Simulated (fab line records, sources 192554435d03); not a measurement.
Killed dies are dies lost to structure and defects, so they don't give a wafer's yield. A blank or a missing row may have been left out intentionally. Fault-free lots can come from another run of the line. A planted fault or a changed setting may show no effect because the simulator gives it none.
Chamber matching || flow n5-finfet || N5_FIN_SAQP_ETCH_52 on rie-diel-01 has 4 sister chambers
The step etches SOC in N2/H2, target depth 100 nm, overetch 20 nm, time 150 s. 14 wafers are shown with their chamber, then 7 later ones without.

## EACH WAFER AND ITS CHAMBER
{"wafer": "L074.1", "chamber": 1, "showerhead-plenum-p-Torr (Torr)": 2.45, "drypump-motor-current-A (A)": 5.7, "oes-product-au (a.u.)": 0.68}
{"wafer": "L074.2", "chamber": 2, "showerhead-plenum-p-Torr (Torr)": 2.43, "drypump-motor-current-A (A)": 5.0, "oes-product-au (a.u.)": 0.65}
{"wafer": "L074.4", "chamber": 0, "showerhead-plenum-p-Torr (Torr)": 2.61, "drypump-motor-current-A (A)": 6.5, "oes-product-au (a.u.)": 0.82}
{"wafer": "L076.1", "chamber": 2, "showerhead-plenum-p-Torr (Torr)": 2.43, "drypump-motor-current-A (A)": 5.1, "oes-product-au (a.u.)": 0.64}
{"wafer": "L076.2", "chamber": 1, "showerhead-plenum-p-Torr (Torr)": 2.45, "drypump-motor-current-A (A)": 5.7, "oes-product-au (a.u.)": 0.67}
{"wafer": "L076.4", "chamber": 0, "showerhead-plenum-p-Torr (Torr)": 2.61, "drypump-motor-current-A (A)": 6.5, "oes-product-au (a.u.)": 0.81}
{"wafer": "L077.1", "chamber": 3, "showerhead-plenum-p-Torr (Torr)": 2.70, "drypump-motor-current-A (A)": 5.7, "oes-product-au (a.u.)": 0.69}
{"wafer": "L077.2", "chamber": 1, "showerhead-plenum-p-Torr (Torr)": 2.45, "drypump-motor-current-A (A)": 5.7, "oes-product-au (a.u.)": 0.68}
{"wafer": "L077.5", "chamber": 0, "showerhead-plenum-p-Torr (Torr)": 2.61, "drypump-motor-current-A (A)": 6.5, "oes-product-au (a.u.)": 0.80}
{"wafer": "L078.2", "chamber": 1, "showerhead-plenum-p-Torr (Torr)": 2.45, "drypump-motor-current-A (A)": 5.7, "oes-product-au (a.u.)": 0.67}
{"wafer": "L078.3", "chamber": 3, "showerhead-plenum-p-Torr (Torr)": 2.70, "drypump-motor-current-A (A)": 5.7, "oes-product-au (a.u.)": 0.69}
{"wafer": "L078.5", "chamber": 3, "showerhead-plenum-p-Torr (Torr)": 2.70, "drypump-motor-current-A (A)": 5.7, "oes-product-au (a.u.)": 0.69}
{"wafer": "L080.1", "chamber": 1, "showerhead-plenum-p-Torr (Torr)": 2.44, "drypump-motor-current-A (A)": 5.8, "oes-product-au (a.u.)": 0.66}
{"wafer": "L080.2", "chamber": 0, "showerhead-plenum-p-Torr (Torr)": 2.61, "drypump-motor-current-A (A)": 6.5, "oes-product-au (a.u.)": 0.80}

SIGNATURES, as means of the wafers listed above
{"reading": "showerhead-plenum-p-Torr", "chamber 0": 2.6100, "chamber 1": 2.4480, "chamber 2": 2.4300, "chamber 3": 2.7000, "scatter within a chamber": 0.00283}
{"reading": "drypump-motor-current-A", "chamber 0": 6.500, "chamber 1": 5.720, "chamber 2": 5.050, "chamber 3": 5.700, "scatter within a chamber": 0.0361}
{"reading": "oes-product-au", "chamber 0": 0.8075, "chamber 1": 0.6720, "chamber 2": 0.6450, "chamber 3": 0.6900, "scatter within a chamber": 0.00778}
Rule: for a wafer and a chamber, the distance is found by dividing, reading by reading, the gap between the wafer's reading and the chamber's mean by the reading's scatter, squaring, summing and taking the root. If the next closest chamber is less than 2 further off than the closest, the wafer can't be placed; otherwise it belongs to the closest. The scatter: take each reading less its chamber's mean, square it, sum over the shown wafers, divide by the number of wafers less the number of chambers, and take the root.

## WAFERS WITHOUT THEIR CHAMBER
{"wafer": "L080.4", "showerhead-plenum-p-Torr (Torr)": 2.42, "drypump-motor-current-A (A)": 5.1, "oes-product-au (a.u.)": 0.64}
{"wafer": "L088.1", "showerhead-plenum-p-Torr (Torr)": 2.60, "drypump-motor-current-A (A)": 6.5, "oes-product-au (a.u.)": 0.77}
{"wafer": "L088.3", "showerhead-plenum-p-Torr (Torr)": 2.69, "drypump-motor-current-A (A)": 5.7, "oes-product-au (a.u.)": 0.67}
{"wafer": "L088.6", "showerhead-plenum-p-Torr (Torr)": 2.44, "drypump-motor-current-A (A)": 5.8, "oes-product-au (a.u.)": 0.66}
{"wafer": "L091.2", "showerhead-plenum-p-Torr (Torr)": 2.60, "drypump-motor-current-A (A)": 6.5, "oes-product-au (a.u.)": 0.76}
{"wafer": "L091.3", "showerhead-plenum-p-Torr (Torr)": 2.69, "drypump-motor-current-A (A)": 5.7, "oes-product-au (a.u.)": 0.67}
{"wafer": "L091.5", "showerhead-plenum-p-Torr (Torr)": 2.60, "drypump-motor-current-A (A)": 6.5, "oes-product-au (a.u.)": 0.76}

## THE CHAMBER EACH PASSED THROUGH
{"wafer": "L080.4", "from the rows above": 2, "in truth": 2}
{"wafer": "L088.1", "from the rows above": 0, "in truth": 0}
{"wafer": "L088.3", "from the rows above": 3, "in truth": 3}
{"wafer": "L088.6", "from the rows above": 1, "in truth": 1}
{"wafer": "L091.2", "from the rows above": 0, "in truth": 0}
{"wafer": "L091.3", "from the rows above": 3, "in truth": 3}
{"wafer": "L091.5", "from the rows above": 0, "in truth": 0}
Correctly placed: 7 of 7. Can't be placed from these rows: 0. Number placed wrongly: 0.
